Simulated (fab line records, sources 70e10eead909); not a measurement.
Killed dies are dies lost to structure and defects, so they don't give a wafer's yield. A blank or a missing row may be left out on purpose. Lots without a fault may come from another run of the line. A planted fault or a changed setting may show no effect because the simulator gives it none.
fab line records | flow nand_harc
record lots=13 wafers=39 last_day=25
route steps=1159 shown P_ZERO_WELL@68 P_STI@90 P_GATE@138 END@1159
lots that met no fault: from a run of the same line without faults
start_h: hours from the record's first day to the start of the lot's first wafer shown | wait_h: hours since the lot's step before | " the same as in the row above | L1.1+2: a row that stands for several wafers | - no value, or no start given | * or withheld: withheld | < > ~ a bound
route shown NAME@n: a module of which the file shows steps, and the number in the route of the first | usual: mean/standard deviation of fault-free wafers | same: alike in all rows | chamber/n: place in a boat | sites: the reading at each site | _std_site: their standard deviation | _edge_site: outer sites' mean less inner sites' | radius_mm: how far each site lies from the wafer's centre | mask NAME#n: copy n | behind: the tool/chamber that last shaped the wafer | hold: why the lot was held/for how many hours/how that ended | device: the transistor (n, p or np) that didn't switch | end of line: the same wafers' tests at the end of the route | a step without rows: its recipe alone | killed: dies lost to structure and defects at the first sort, not the wafer's yield | map: a wafer's dies, x killed, . not, _ none there
set.NAME: the setting as run; set.NAME@STEP: as run at that earlier step | model.NAME: the simulator's own value behind a step, which no gauge read
steps of the route over a sample of lots; a table a step, a row a wafer
services: from which hour (start_h, from the record's first day; less than 0 if before it) a tool's chamber was out of use, for how many hours, and why
## steps
# step NHARC_P_ZERO_WELL_INSPECT_43
# usual raw_defect_count=15/7.3
# columns lot.wafer tool chamber start_h wait_h raw_defect_count
L488.2 defect_inspect-01 - 25.73 0.5 9
L488.4 " - " " 17
L488.5 " - " " 15
L489.2 defect_inspect-02 - 31.83 0.5 14
L489.3 " - " " 16
L489.6 " - " " 13
L490.1 defect_inspect-01 - 37.58 0.6 22
L490.4 " - " " 12
L490.5 " - " " 18
L491.1 defect_inspect-01 - 43.52 0.6 10
L491.3 " - " " 12
L491.4 " - " " 17
L492.1 defect_inspect-01 - 49.36 0.6 14
L492.4 " - " " 13
L492.5 " - " " 13
L493.2 defect_inspect-02 - 55.73 0.5 22
L493.5 " - " " 19
L493.6 " - " " 23
L495.1 defect_inspect-02 - 67.73 0.6 23
L495.2 " - " " 20
L495.6 " - " " 37
L496.3 defect_inspect-02 - 73.76 0.4 16
L496.4 " - " " 20
L496.5 " - " " 12
L499.2 defect_inspect-02 - 91.48 0.5 10
L499.3 " - " " 16
L499.5 " - " " 8
L501.1 defect_inspect-02 - 103.60 0.6 9
L501.3 " - " " 27
L501.6 " - " " 9
L502.3 defect_inspect-02 - 109.65 0.4 25
L502.5 " - " " 14
L502.6 " - " " 13
L508.1 defect_inspect-01 - 145.67 0.6 22
L508.3 " - " " 16
L508.5 " - " " 14
L510.1 defect_inspect-01 - 157.34 0.6 17
L510.2 " - " " 9
L510.6 " - " " 10
# step NHARC_P_STI_ETCH_15
# recipe target_depth_a=3000 taper_deg=4 time_s=100.1 hbr_flow_sccm=150 cl2_flow_sccm=50 rf_w=400 icp_w=400 bias_w=100 chemistry=HBr/Cl2
# usual drypump_motor_current_A=5.7/0.5 oes_product_au=1.001/0.011 throttle_valve_pct=26.406/0.0097
# columns lot.wafer tool chamber start_h wait_h drypump_motor_current_A oes_product_au rf_hours_counter_h throttle_valve_pct
L488.4 rie_si-04 0 44.41 - 6.1 1.012 0.8 26.394
L488.2 " 2 " " 5.7 1.000 0.6 26.407
L488.5 " 3 " " 5.5 1.009 - 26.396
L489.3 rie_si-01 0 44.55 - 6.7 1.002 0.8 26.416
L489.2 " 3 " " 6.3 1.004 0.8 26.419
L489.6 " 0 " " 6.7 0.999 - 26.400
L490.1 rie_si-01 0 54.52 - 6.7 0.994 0.9 26.411
L490.4 " 1 " " 6.4 1.023 0.8 26.406
L490.5 " 3 " " 6.4 0.995 - 26.411
L492.1 rie_si-01 3 61.80 - 6.4 1.010 1.0 26.402
L492.4 " 0 " " 6.7 1.011 1.0 26.412
L492.5 " 3 " " 6.4 1.006 - 26.390
L491.1 rie_si-04 3 61.94 - 5.5 0.996 0.8 26.400
L491.4 " 0 " " 6.1 1.005 1.0 26.409
L491.3 " 2 " " 5.7 1.000 0.8 26.427
L493.2 rie_si-02 0 71.69 - 5.0 0.989 0.2 26.392
L493.5 " 3 " " 5.6 0.995 - 26.429
L493.6 " 0 " " 5.0 0.981 - 26.412
L495.1 rie_si-04 1 84.56 - 4.9 1.009 1.0 26.413
L495.2 " 2 " " 5.7 0.997 1.0 26.387
L495.6 " 3 " " 5.5 0.989 - 26.392
L496.3 rie_si-01 1 93.78 - 6.4 1.018 1.0 26.423
L496.4 " 2 " " 5.6 1.012 1.0 26.406
L496.5 " 2 " " 5.6 1.001 - 26.400
L499.2 rie_si-02 0 107.32 - 5.0 0.991 0.6 26.393
L499.3 " 1 " " 5.7 1.018 0.6 26.410
L499.5 " 1 " " 5.7 1.010 - 26.396
L501.3 rie_si-01 0 119.45 - 6.6 0.992 1.5 26.408
L501.1 " 2 " " 5.6 1.009 1.3 26.403
L501.6 " 0 " " 6.6 0.991 - 26.396
L502.3 rie_si-04 0 128.59 - 6.1 1.003 0.1 26.395
L502.5 " 2 " " 5.7 0.999 - 26.396
L502.6 " 3 " " 5.5 0.982 - 26.394
L508.1 rie_si-02 1 167.56 - 5.7 1.007 1.0 26.412
L508.3 " 2 " " 5.7 0.991 1.0 26.402
L508.5 " 1 " " 5.6 1.005 - 26.396
L510.1 rie_si-02 3 175.79 - 5.6 1.001 1.0 26.386
L510.2 " 1 " " 5.6 1.004 1.0 26.418
L510.6 " 0 " " 5.0 0.994 - 26.390
# step NHARC_P_GATE_EXPOSE_23
# recipe na=1.35 target_cd_nm=120 dose_mj=93.91 mask_id=P_GATE
# usual focus_offset_nm=0.0/0.51
# columns lot.wafer tool chamber start_h wait_h mask focus_offset_nm
L489.2 arfi_scanner-03 0 96.39 - P_GATE#0 1.1
L489.3 " 0 " " P_GATE#0 -0.2
L489.6 " 0 " " P_GATE#0 -0.4
L488.2 arfi_scanner-01 0 96.86 - P_GATE#0 -1.3
L488.4 " 0 " " P_GATE#0 -0.3
L488.5 " 0 " " P_GATE#0 0.0
L490.1 arfi_scanner-03 0 106.27 - P_GATE#0 0.5
L490.4 " 0 " " P_GATE#0 -0.2
L490.5 " 0 " " P_GATE#0 0.2
L492.1 arfi_scanner-03 0 112.50 - P_GATE#0 -0.5
L492.4 " 0 " " P_GATE#0 -0.6
L492.5 " 0 " " P_GATE#0 0.6
L491.1 arfi_scanner-01 0 113.26 - P_GATE#0 0.4
L491.3 " 0 " " P_GATE#0 -0.1
L491.4 " 0 " " P_GATE#0 0.7
L493.2 arfi_scanner-01 0 124.55 - P_GATE#0 -0.9
L493.5 " 0 " " P_GATE#0 -0.1
L493.6 " 0 " " P_GATE#0 0.0
L495.1 arfi_scanner-02 0 134.86 - P_GATE#0 -0.5
L495.2 " 0 " " P_GATE#0 -0.1
L495.6 " 0 " " P_GATE#0 0.2
L496.3 arfi_scanner-02 0 146.19 - P_GATE#0 -0.2
L496.4 " 0 " " P_GATE#0 -0.1
L496.5 " 0 " " P_GATE#0 0.2
L501.1 arfi_scanner-01 0 165.76 - P_GATE#0 -0.3
L501.3 " 0 " " P_GATE#0 -0.7
L501.6 " 0 " " P_GATE#0 0.1
L499.2 arfi_scanner-03 0 166.00 - P_GATE_R1#0 0.1
L499.3 " 0 " " P_GATE_R1#0 -1.1
L499.5 " 0 " " P_GATE_R1#0 -0.2
L502.3 arfi_scanner-01 0 182.46 - P_GATE#0 -0.9
L502.5 " 0 " " P_GATE#0 -1.3
L502.6 " 0 " " P_GATE#0 -0.2
L510.1 arfi_scanner-03 0 222.32 - P_GATE#0 0.8
L510.2 " 0 " " P_GATE#0 -0.3
L510.6 " 0 " " P_GATE#0 -0.5
L508.1 arfi_scanner-03 0 222.63 - P_GATE#0 -0.3
L508.3 " 0 " " P_GATE#0 0.9
L508.5 " 0 " " P_GATE#0 0.4
# step NHARC_P_GATE_CD_MEAS_26
# recipe target_cd_nm=120 landing_energy_ev=500
# usual cd_nm=120.1/0.63
# columns lot.wafer tool chamber start_h wait_h cd_nm
L489.2 cd_sem-01 0 96.53 - 119.6
L489.3 " 0 " " 119.8
L489.6 " 0 " " 119.2
L488.2 cd_sem-03 0 97.00 - 121.2
L488.4 " 0 " " 120.4
L488.5 " 0 " " 120.7
L490.1 cd_sem-01 0 106.41 - 118.8
L490.4 " 0 " " 119.0
L490.5 " 0 " " 119.1
L492.1 cd_sem-02 0 112.64 - 119.7
L492.4 " 0 " " 120.6
L492.5 " 0 " " 119.9
L491.1 cd_sem-03 0 113.40 - 120.3
L491.3 " 0 " " 120.3
L491.4 " 0 " " 119.2
L493.2 cd_sem-02 0 124.69 - 120.7
L493.5 " 0 " " 121.0
L493.6 " 0 " " 120.2
L495.1 cd_sem-03 0 135.00 - 120.4
L495.2 " 0 " " 119.8
L495.6 " 0 " " 120.1
L496.3 cd_sem-01 0 146.32 - 119.3
L496.4 " 0 " " 119.3
L496.5 " 0 " " 119.2
L501.1 cd_sem-03 0 165.90 - 119.4
L501.3 " 0 " " 119.9
L501.6 " 0 " " 120.1
L499.2 cd_sem-02 0 166.15 - 110.3
L499.3 " 0 " " 111.1
L499.5 " 0 " " 111.5
L502.3 cd_sem-02 0 182.59 - 119.7
L502.5 " 0 " " 119.0
L502.6 " 0 " " 119.8
L510.1 cd_sem-03 0 222.46 - 120.7
L510.2 " 0 " " 120.0
L510.6 " 0 " " 120.0
L508.1 cd_sem-01 0 222.77 - 120.2
L508.3 " 0 " " 119.4
L508.5 " 0 " " 119.7
# step NHARC_P_GATE_CD_MEAS_46
# recipe target_cd_nm=720 landing_energy_ev=500
# usual cd_nm=720.1/2.1
# columns lot.wafer tool chamber start_h wait_h cd_nm
L489.2 cd_sem-02 0 109.34 - 719.8
L489.3 " 0 " " 719.3
L489.6 " 0 " " 724.7
L488.2 cd_sem-01 0 109.80 - 721.6
L488.4 " 0 " " 718.3
L488.5 " 0 " " 715.1
L490.1 cd_sem-03 0 118.44 - 717.1
L490.4 " 0 " " 720.8
L490.5 " 0 " " 717.9
L492.1 cd_sem-01 0 124.92 - 715.8
L492.4 " 0 " " 717.1
L492.5 " 0 " " 721.0
L491.1 cd_sem-02 0 125.49 - 721.2
L491.3 " 0 " " 719.2
L491.4 " 0 " " 722.2
L493.2 cd_sem-01 0 136.69 - 721.9
L493.5 " 0 " " 718.4
L493.6 " 0 " " 716.7
L495.1 cd_sem-01 0 147.25 - 718.8
L495.2 " 0 " " 718.5
L495.6 " 0 " " 721.1
L496.3 cd_sem-02 0 158.34 - 718.5
L496.4 " 0 " " 720.4
L496.5 " 0 " " 718.9
L501.1 cd_sem-01 0 177.97 - 720.7
L501.3 " 0 " " 724.7
L501.6 " 0 " " 720.3
L499.2 cd_sem-01 0 178.43 - 724.3
L499.3 " 0 " " 723.4
L499.5 " 0 " " 719.6
L502.3 cd_sem-03 0 194.66 - 720.7
L502.5 " 0 " " 719.2
L502.6 " 0 " " 717.5
L510.1 cd_sem-03 0 234.65 - 720.2
L510.2 " 0 " " 716.7
L510.6 " 0 " " 717.6
L508.1 cd_sem-01 0 235.00 - 720.0
L508.3 " 0 " " 718.0
L508.5 " 0 " " 720.8
# step NHARC_END_SORT_01
# recipe temp_c=25
# usual killed_at_array=28/11 killed_at_other=0.7/1.1 killed_at_periphery=2.9/2 killed_dies=32/11 killed_open=3.2/1.8 killed_short=2.0/1.4
# same gross_dies=677
# columns lot.wafer tool chamber start_h wait_h killed_at_array killed_at_other killed_at_periphery killed_dies killed_open killed_short
L499.2 prober-02 0 510.78 2.7 10 0 5 15 2 1
# killed by level:class
L499.2 A_CONTACT:chamber_film_flake=3 A_CHANNEL_HOLE_D1:chamber_film_flake=2 P_GATE:area_expose=2 P_M0:geometric_particle:open=1 A_ONON_D1:geometric_particle:short=1 A_CHANNEL_FILL_D1:geometric_particle:open=1 P_STI:chamber_film_flake=1 P_M1:chamber_film_flake=1
## services
# columns tool chamber start_h hours kind
arfi_scanner-01 - 24.00 4.0 pm
rie_si-02 - 26.64 0.9 repair
rie_si-02 - 34.00 9.0 pm
arfi_scanner-03 0 35.78 - calibration
arfi_scanner-03 - 44.47 6.2 repair
arfi_scanner-01 - 48.29 0.8 repair
arfi_scanner-03 - 60.67 4.0 pm
rie_si-02 - 83.91 0.3 repair
arfi_scanner-02 - 84.00 4.0 pm
rie_si-04 - 99.00 9.0 pm
rie_si-01 - 127.00 9.0 pm
rie_si-01 0 127.00 9.0 vent_cycle
rie_si-01 1 127.00 9.0 vent_cycle
rie_si-01 2 127.00 9.0 vent_cycle
rie_si-01 3 127.00 9.0 vent_cycle
arfi_scanner-03 - 136.56 1.9 repair
rie_si-02 1 139.51 5.7 repair
rie_si-04 0 171.08 4.3 repair
rie_si-04 1 174.87 6.6 repair
arfi_scanner-01 - 189.06 1.7 repair
arfi_scanner-01 - 196.00 4.0 pm
arfi_scanner-03 0 199.04 - calibration
rie_si-02 - 211.00 9.0 pm
arfi_scanner-02 - 218.86 21.7 repair
## key
first_sign step=NHARC_P_GATE_EXPOSE_23 reading=mask direction=changed
effect step=NHARC_P_GATE_CD_MEAS_26 reading=cd_nm direction=down sigmas=14 usual=120.1 struck=110.9
met_at NHARC_P_GATE_EXPOSE_23
struck_lots L499
tester_left_out L499
not_acting_at NHARC_P_ZERO_WELL_INSPECT_43,NHARC_P_STI_ETCH_15,NHARC_P_GATE_CD_MEAS_46
onset_between 112.50 166.00
fault kind=wrong_mask tool=any chamber=- onset_h=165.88 steps=NHARC_P_GATE_EXPOSE_23 aux_copy=P_GATE_R1#0 cd_offset_nm=-9.7177 scope=struck_lots_only
# tester_left_out: of these lots the tester's yield and bins aren't shown, on N5 and GAA mostly nor the transistor test; their killed dies are dies lost to structure and defects alone, not to doping, threshold or leakage, so they don't give the yield
